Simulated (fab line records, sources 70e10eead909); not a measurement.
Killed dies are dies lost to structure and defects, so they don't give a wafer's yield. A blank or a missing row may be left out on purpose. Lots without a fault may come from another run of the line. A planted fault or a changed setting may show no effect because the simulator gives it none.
Chamber matching | flow nand_harc | NHARC_A_STAIRCASE_ETCH_444 on rie_diel-13: 4 sister chambers
The step etches the open film in C4F8/O2, target depth 10200 nm, time 3400 s. 4 wafers are shown with their chamber, then 9 later ones without.

WAFERS WITH THEIR CHAMBER
wafer  | chamber | rf_vpp_V (V)
L085.1 | 2       | 812
L085.2 | 3       | 800
L086.3 | 0       | 817
L086.6 | 1       | 805

WAFERS WITHOUT THEIR CHAMBER
wafer  | rf_vpp_V (V)
L089.1 | 810
L089.2 | 803
L089.5 | 811
L092.1 | 802
L092.3 | 800
L092.5 | 816
L096.1 | 801
L096.3 | 812
L096.4 | 798

WHICH CHAMBER EACH WENT THROUGH
wafer  | from the rows above     | in truth
L089.1 | 2                       | 2
L089.2 | can't be placed: 1 or 3 | 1
L089.5 | 2                       | 2
L092.1 | can't be placed: 3 or 1 | 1
L092.3 | 3                       | 3
L092.5 | 0                       | 0
L096.1 | 3                       | 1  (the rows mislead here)
L096.3 | 2                       | 2
L096.4 | 3                       | 3
Placed correctly: 6 of 9. Can't be placed from these rows: 2 (the true chamber is among the candidates in 2). Placed wrongly: 1.
How it was worked out, from the rows above alone: a wafer's distance from a chamber is the root of the sum, over the readings, of the square of ((its reading less the chamber's mean) divided by the reading's scatter). The wafer belongs to the nearest chamber; if the next one is less than 2 further off, it can't be placed. A chamber's mean is the mean of its shown wafers. The scatter: with one shown wafer a chamber, the root of the mean of the squares of how far each hidden wafer lies from its nearest shown one.
